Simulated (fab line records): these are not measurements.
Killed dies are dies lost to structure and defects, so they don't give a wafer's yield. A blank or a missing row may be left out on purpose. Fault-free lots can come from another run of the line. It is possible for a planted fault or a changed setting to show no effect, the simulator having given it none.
2 desks looking at one fault | flow n5_finfet | every desk sees just its own numbers, and what lay behind them comes last

== FOR THE TOOL OWNER'S DESK: rie_diel-06 ==
The tool's own readings at N5_FIN_SAQP_ETCH_67 (etches SiNx in CH3F/O2, target depth 30 nm): means of the sampled wafers that have a number, for each lot that ran on this tool. The brackets show how far a lot's mean lies from the usual mean; more than 4 standard deviations puts the lot out of limits, marked OUT.
Columns: A = drypump_motor_current_A at N5_FIN_SAQP_ETCH_67, usual 5.9 A; B = oes_o_777_au at N5_FIN_SAQP_ETCH_67, usual 0.79 a.u.; C = oes_product_au at N5_FIN_SAQP_ETCH_67, usual 0.79 a.u.; D = rf_vpp_V at N5_FIN_SAQP_ETCH_67, usual 299 V; E = showerhead_plenum_p_Torr at N5_FIN_SAQP_ETCH_67, usual 2.05 Torr; F = throttle_valve_pct at N5_FIN_SAQP_ETCH_67, usual 16.30 %
lot  | first seen here | A   | B    | C    | D   | E    | F
L163 | day 3 06:55     | 6.3 | 0.79 | 0.81 | 301 | 2.07 | 16.39
L164 | day 3 14:10     | 6.0 | 0.82 | 0.73 | 303 | 2.10 | 16.29
L167 | day 4 07:09     | 5.3 | 0.73 | 0.65 | 299 | 2.05 | 16.25
Finding of this desk: none of the 3 lots has anything out of limits.

== THE METROLOGY DESK ==
What the gauges read, lot by lot, whatever tool the lot ran on: means of the sampled wafers that have a number. The brackets show how far a lot's mean lies from the usual mean; more than 4 standard deviations puts the lot out of limits, marked OUT.
Columns: A = cd_nm at N5_FIN_SAQP_CD_MEAS_27, usual 20.36 nm
lot  | first seen here | A
L158 | day 1 23:52     | 20.47
L163 | day 3 06:08     | 20.11
L164 | day 3 13:01     | 20.27
L166 | day 4 00:50     | 20.09
L167 | day 4 06:10     | 20.35
L181 | day 7 18:17     | 20.40
Finding of this desk: none of the 6 lots has anything out of limits.

== TAKEN TOGETHER ==
Nothing out of limits was seen by the tool owner's desk.
The metrology desk saw nothing out of limits.

== WHAT THE SIMULATOR HAD INSERTED ==
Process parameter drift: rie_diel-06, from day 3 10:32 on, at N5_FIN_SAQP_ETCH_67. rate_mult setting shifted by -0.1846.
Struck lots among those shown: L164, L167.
